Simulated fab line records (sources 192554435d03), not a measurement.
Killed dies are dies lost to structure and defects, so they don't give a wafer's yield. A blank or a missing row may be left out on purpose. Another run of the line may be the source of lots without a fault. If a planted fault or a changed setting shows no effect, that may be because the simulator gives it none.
Matching of chambers :: flow n5 finfet :: N5_ILD0_LINER_00 on ald sin-04: 4 sister chambers
The step material SiNx, target thk 4 nm, pulse time 1 s, purge time 2 s. 8 wafers are shown with their chamber, then 11 later ones without.

## WAFERS WITH THEIR CHAMBER
wafer: L075.4
chamber: 1
heater power w (W): 832
precursor pulse height rel: 1.020

wafer: L083.2
chamber: 1
heater power w (W): 868
precursor pulse height rel: 0.994

wafer: L084.1
chamber: 2
heater power w (W): 1005
precursor pulse height rel: 0.983

wafer: L084.2
chamber: 0
heater power w (W): 980
precursor pulse height rel: 1.014

wafer: L086.1
chamber: 3
heater power w (W): 925
precursor pulse height rel: 0.964

wafer: L086.3
chamber: 0
heater power w (W): 952
precursor pulse height rel: 0.978

wafer: L086.6
chamber: 3
heater power w (W): 917
precursor pulse height rel: 1.034

wafer: L087.1
chamber: 2
heater power w (W): 1053
precursor pulse height rel: 1.037

## WAFERS WITH NO CHAMBER GIVEN
wafer: L087.3
heater power w (W): 853
precursor pulse height rel: 0.966

wafer: L087.6
heater power w (W): 978
precursor pulse height rel: 0.975

wafer: L088.2
heater power w (W): 835
precursor pulse height rel: 0.999

wafer: L088.3
heater power w (W): 925
precursor pulse height rel: 0.998

wafer: L088.5
heater power w (W): 854
precursor pulse height rel: 0.977

wafer: L091.3
heater power w (W): 952
precursor pulse height rel: 0.971

wafer: L091.5
heater power w (W): 976
precursor pulse height rel: 1.000

wafer: L091.6
heater power w (W): 923
precursor pulse height rel: 0.995

wafer: L092.3
heater power w (W): 980
precursor pulse height rel: 1.007

wafer: L092.4
heater power w (W): 858
precursor pulse height rel: 0.985

wafer: L092.6
heater power w (W): 982
precursor pulse height rel: 0.993

## THE CHAMBER EACH PASSED THROUGH
wafer: L087.3
from the rows above: can't be placed: 1 or 3
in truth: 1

wafer: L087.6
from the rows above: can't be placed: 0 or 2 or 3
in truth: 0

wafer: L088.2
from the rows above: 1
in truth: 1

wafer: L088.3
from the rows above: can't be placed: 3 or 0
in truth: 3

wafer: L088.5
from the rows above: 1
in truth: 1

wafer: L091.3
from the rows above: can't be placed: 0 or 3
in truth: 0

wafer: L091.5
from the rows above: can't be placed: 0 or 2 or 3
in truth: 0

wafer: L091.6
from the rows above: can't be placed: 3 or 0
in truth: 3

wafer: L092.3
from the rows above: can't be placed: 0 or 2 or 3
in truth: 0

wafer: L092.4
from the rows above: can't be placed: 1 or 3
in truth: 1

wafer: L092.6
from the rows above: can't be placed: 0 or 2 or 3
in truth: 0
2 of 11 placed correctly. These rows do not allow placing 9 (true chamber among the candidates in 9). Number placed wrongly: 0.
How it was worked out, from the rows above alone: a wafer's distance from a chamber is the root of the sum, over the readings, of the square of ((its reading less the chamber's mean) divided by the reading's scatter). If the next closest chamber is less than 2 further off than the closest, the wafer can't be placed; otherwise it belongs to the closest. Each chamber's mean is taken over the wafers shown for it. The scatter: the root of (the sum of the squares of (reading less its chamber's mean) over the shown wafers, divided by (wafers less chambers)).
